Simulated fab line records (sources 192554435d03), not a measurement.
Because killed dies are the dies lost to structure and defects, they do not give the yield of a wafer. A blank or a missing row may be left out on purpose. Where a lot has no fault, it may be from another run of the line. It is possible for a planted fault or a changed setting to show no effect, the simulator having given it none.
Split-lot study :: flow n5Finfet :: 21 wafers read from 7 lots, route of 1938 steps

## SPLIT DETAILS
At N5_SD_EPI_P_EPI_21 (deposits SiGe:B, time 355 s), the setting epiGrowthTimeS was moved away from the recipe's 355 s on 3 of the 21 wafers read, by +5.1% to +7.2%. All remaining wafers had this setting at the recipe value.

## FROM THE SPLIT TO THE READING: what the file shows between them, 2 steps
- N5_SD_EPI_P_HM_STRIP_48: strips SiNx in H3PO4, material SiNx, target depth 3 nm
- N5_SD_EPI_P_SRD_49: time 30 s

## THE READING
SiGe-B_of_SD_EPI_P_EPI_21.thkNm (the simulator's own value, which no gauge read), in nm, at N5_SD_EPI_P_PRECLEAN_24 (cleans in O3/DIW, time 45 s). The file does not state a usual value for it. Here, 18 wafers ran the recipe; their average is 60.7 nm with a standard deviation of 0.53 nm.

wafer: L074.2
tool, chamber at the split: epiRpcvd-03, 0
epiGrowthTimeS as run, s: 355
against the recipe: recipe
SiGe-B_of_SD_EPI_P_EPI_21.thkNm, nm: 61.6
against lot-mates on the recipe: -

wafer: L074.4
tool, chamber at the split: epiRpcvd-03, 0
epiGrowthTimeS as run, s: 355
against the recipe: recipe
SiGe-B_of_SD_EPI_P_EPI_21.thkNm, nm: 61.4
against lot-mates on the recipe: -

wafer: L074.6
tool, chamber at the split: epiRpcvd-03, 0
epiGrowthTimeS as run, s: 355
against the recipe: recipe
SiGe-B_of_SD_EPI_P_EPI_21.thkNm, nm: 61.2
against lot-mates on the recipe: -

wafer: L075.1
tool, chamber at the split: epiRpcvd-04, 0
epiGrowthTimeS as run, s: 380.5
against the recipe: +7.2%
SiGe-B_of_SD_EPI_P_EPI_21.thkNm, nm: 64.4
against lot-mates on the recipe: +3.1

wafer: L075.3
tool, chamber at the split: epiRpcvd-04, 0
epiGrowthTimeS as run, s: 355
against the recipe: recipe
SiGe-B_of_SD_EPI_P_EPI_21.thkNm, nm: 61.2
against lot-mates on the recipe: -

wafer: L075.6
tool, chamber at the split: epiRpcvd-04, 0
epiGrowthTimeS as run, s: 355
against the recipe: recipe
SiGe-B_of_SD_EPI_P_EPI_21.thkNm, nm: 61.4
against lot-mates on the recipe: -

wafer: L077.3
tool, chamber at the split: epiRpcvd-03, 0
epiGrowthTimeS as run, s: 355
against the recipe: recipe
SiGe-B_of_SD_EPI_P_EPI_21.thkNm, nm: 60.4
against lot-mates on the recipe: -

wafer: L077.4
tool, chamber at the split: epiRpcvd-03, 0
epiGrowthTimeS as run, s: 355
against the recipe: recipe
SiGe-B_of_SD_EPI_P_EPI_21.thkNm, nm: 60.8
against lot-mates on the recipe: -

wafer: L077.6
tool, chamber at the split: epiRpcvd-03, 0
epiGrowthTimeS as run, s: 355
against the recipe: recipe
SiGe-B_of_SD_EPI_P_EPI_21.thkNm, nm: 60.8
against lot-mates on the recipe: -

wafer: L082.1
tool, chamber at the split: epiRpcvd-03, 0
epiGrowthTimeS as run, s: 355
against the recipe: recipe
SiGe-B_of_SD_EPI_P_EPI_21.thkNm, nm: 60.2
against lot-mates on the recipe: -

wafer: L082.3
tool, chamber at the split: epiRpcvd-03, 0
epiGrowthTimeS as run, s: 355
against the recipe: recipe
SiGe-B_of_SD_EPI_P_EPI_21.thkNm, nm: 60.2
against lot-mates on the recipe: -

wafer: L082.2
tool, chamber at the split: epiRpcvd-03, 0
epiGrowthTimeS as run, s: 355
against the recipe: recipe
SiGe-B_of_SD_EPI_P_EPI_21.thkNm, nm: 60
against lot-mates on the recipe: -

wafer: L086.2
tool, chamber at the split: epiRpcvd-04, 0
epiGrowthTimeS as run, s: 355
against the recipe: recipe
SiGe-B_of_SD_EPI_P_EPI_21.thkNm, nm: 60.2
against lot-mates on the recipe: -

wafer: L086.5
tool, chamber at the split: epiRpcvd-04, 0
epiGrowthTimeS as run, s: 355
against the recipe: recipe
SiGe-B_of_SD_EPI_P_EPI_21.thkNm, nm: 60.6
against lot-mates on the recipe: -

wafer: L086.6
tool, chamber at the split: epiRpcvd-04, 0
epiGrowthTimeS as run, s: 355
against the recipe: recipe
SiGe-B_of_SD_EPI_P_EPI_21.thkNm, nm: 61.4
against lot-mates on the recipe: -

wafer: L090.1
tool, chamber at the split: epiRpcvd-03, 0
epiGrowthTimeS as run, s: 373.2
against the recipe: +5.1%
SiGe-B_of_SD_EPI_P_EPI_21.thkNm, nm: 63.6
against lot-mates on the recipe: +3.0

wafer: L090.3
tool, chamber at the split: epiRpcvd-03, 0
epiGrowthTimeS as run, s: 355
against the recipe: recipe
SiGe-B_of_SD_EPI_P_EPI_21.thkNm, nm: 60.6
against lot-mates on the recipe: -

wafer: L090.5
tool, chamber at the split: epiRpcvd-03, 0
epiGrowthTimeS as run, s: 373.2
against the recipe: +5.1%
SiGe-B_of_SD_EPI_P_EPI_21.thkNm, nm: 63
against lot-mates on the recipe: +2.4

wafer: L092.1
tool, chamber at the split: epiRpcvd-02, 0
epiGrowthTimeS as run, s: 355
against the recipe: recipe
SiGe-B_of_SD_EPI_P_EPI_21.thkNm, nm: 60.8
against lot-mates on the recipe: -

wafer: L092.4
tool, chamber at the split: epiRpcvd-02, 0
epiGrowthTimeS as run, s: 355
against the recipe: recipe
SiGe-B_of_SD_EPI_P_EPI_21.thkNm, nm: 60.4
against lot-mates on the recipe: -

wafer: L092.5
tool, chamber at the split: epiRpcvd-02, 0
epiGrowthTimeS as run, s: 355
against the recipe: recipe
SiGe-B_of_SD_EPI_P_EPI_21.thkNm, nm: 59.8
against lot-mates on the recipe: -

FIT RESULTS
A straight line over all 21 wafers: SiGe-B_of_SD_EPI_P_EPI_21.thkNm changes by +0.507 nm for each +1% of epiGrowthTimeS; r = +0.90; the points scatter about the line by 0.52 nm.
The same after taking each lot's own level away (the mean of its wafers on the recipe; 21 wafers): +0.478 nm for each +1%; r = +0.96; scatter 0.32 nm.
Per that fit: largest epiGrowthTimeS move, reading shift of 3.4 nm.
Measured against the standard deviation above, the lots' own levels, which go from 60.13 to 61.40 nm, span 2.4 times it.
The two slopes are in agreement: the lot-to-lot level therefore moves the slope only a little.
Check: with one of the wafers moved furthest among these (+7.2%) left out of the fit, the line predicts +3.78 nm for it against its lot-mates. Against them it came out at +3.1 nm.

## ADDITIONAL SPLITS CARRIED BY THESE WAFERS
Before the reading, these wafers also passed through other splits. Each is held against what the fit with the lots' levels taken away leaves over:
other split on the same wafers: N5_WELL_APT_COAT_19 spinRpm
wafers away from the commonest value: 10
r with SiGe-B_of_SD_EPI_P_EPI_21.thkNm (lot level and that fit taken away): -0.19

other split on the same wafers: N5_FIN_CUT_EXPOSE_05 doseMj
wafers away from the commonest value: 8
r with SiGe-B_of_SD_EPI_P_EPI_21.thkNm (lot level and that fit taken away): -0.19

other split on the same wafers: N5_FIN_CUT_ETCH_21 h2FlowSccm
wafers away from the commonest value: 6
r with SiGe-B_of_SD_EPI_P_EPI_21.thkNm (lot level and that fit taken away): +0.46

other split on the same wafers: N5_SD_EPI_N_COAT_33 spinRpm
wafers away from the commonest value: 6
r with SiGe-B_of_SD_EPI_P_EPI_21.thkNm (lot level and that fit taken away): -0.35

other split on the same wafers: N5_SD_EPI_N_DESCUM_14 timeS
wafers away from the commonest value: 7
r with SiGe-B_of_SD_EPI_P_EPI_21.thkNm (lot level and that fit taken away): -0.19

## THE WHOLE CHAIN: every reading that the file lists as answering this split, in the file's order
step: N5_SD_EPI_P_EPI_21
what it does: deposits SiGe:B, time 355 s
reading: SiGe-B_of_SD_EPI_P_EPI_21.thkNm (the simulator's own value, which no gauge read)
change (the file's fit): +0.469 nm for each +1% of the setting
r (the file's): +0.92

step: N5_SD_EPI_P_PRECLEAN_24
what it does: cleans in O3/DIW, time 45 s
reading: SiGe-B_of_SD_EPI_P_EPI_21.thkNm (the simulator's own value, which no gauge read)
change (the file's fit): +0.464 nm for each +1% of the setting
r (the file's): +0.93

## THE FILE'S OWN FIT
SiGe-B_of_SD_EPI_P_EPI_21.thkNm changes by +0.464 nm for each +1% of epiGrowthTimeS, r = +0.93.
